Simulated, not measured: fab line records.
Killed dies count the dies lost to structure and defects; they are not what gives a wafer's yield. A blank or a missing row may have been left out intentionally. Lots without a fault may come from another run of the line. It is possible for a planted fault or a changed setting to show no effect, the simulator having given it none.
Matching of chambers || flow nand-harc || NHARC_A_STAIRCASE_TRIM_20 on rie-diel-01 has 4 sister chambers
The step chemistry O2, time 211.2 s. 4 wafers are shown with their chamber, then 7 later ones without.

== EACH WAFER AND ITS CHAMBER ==
{"wafer": "L083.2", "chamber": 2, "showerhead-plenum-p-Torr (Torr)": 3.60}
{"wafer": "L083.5", "chamber": 1, "showerhead-plenum-p-Torr (Torr)": 3.37}
{"wafer": "L084.3", "chamber": 3, "showerhead-plenum-p-Torr (Torr)": 3.39}
{"wafer": "L084.4", "chamber": 0, "showerhead-plenum-p-Torr (Torr)": 3.49}

== WAFERS MISSING THEIR CHAMBER ==
{"wafer": "L084.5", "showerhead-plenum-p-Torr (Torr)": 3.38}
{"wafer": "L088.1", "showerhead-plenum-p-Torr (Torr)": 3.37}
{"wafer": "L088.4", "showerhead-plenum-p-Torr (Torr)": 3.48}
{"wafer": "L088.5", "showerhead-plenum-p-Torr (Torr)": 3.48}
{"wafer": "L089.2", "showerhead-plenum-p-Torr (Torr)": 3.38}
{"wafer": "L089.4", "showerhead-plenum-p-Torr (Torr)": 3.59}
{"wafer": "L089.5", "showerhead-plenum-p-Torr (Torr)": 3.48}

== WHICH CHAMBER EACH ONE RAN IN ==
{"wafer": "L084.5", "from the rows above": "can't be placed: 1 or 3", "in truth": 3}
{"wafer": "L088.1", "from the rows above": 1, "in truth": 1}
{"wafer": "L088.4", "from the rows above": 0, "in truth": 0}
{"wafer": "L088.5", "from the rows above": 0, "in truth": 0}
{"wafer": "L089.2", "from the rows above": "can't be placed: 1 or 3", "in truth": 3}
{"wafer": "L089.4", "from the rows above": 2, "in truth": 2}
{"wafer": "L089.5", "from the rows above": 0, "in truth": 0}
Correctly placed: 5 of 7. From these rows, 2 cannot be placed; in 2 the true chamber is one of the candidates. 0 placed wrongly.
How it was worked out, from the rows above alone: a wafer's distance from a chamber is the root of the sum, over the readings, of the square of ((its reading less the chamber's mean) divided by the reading's scatter). If the next closest chamber is less than 2 further off than the closest, the wafer can't be placed; otherwise it belongs to the closest. For every chamber, the mean is computed from those of its wafers that are shown. The scatter: root of mean squared gap, hidden wafer to nearest shown wafer, with one shown wafer a chamber.
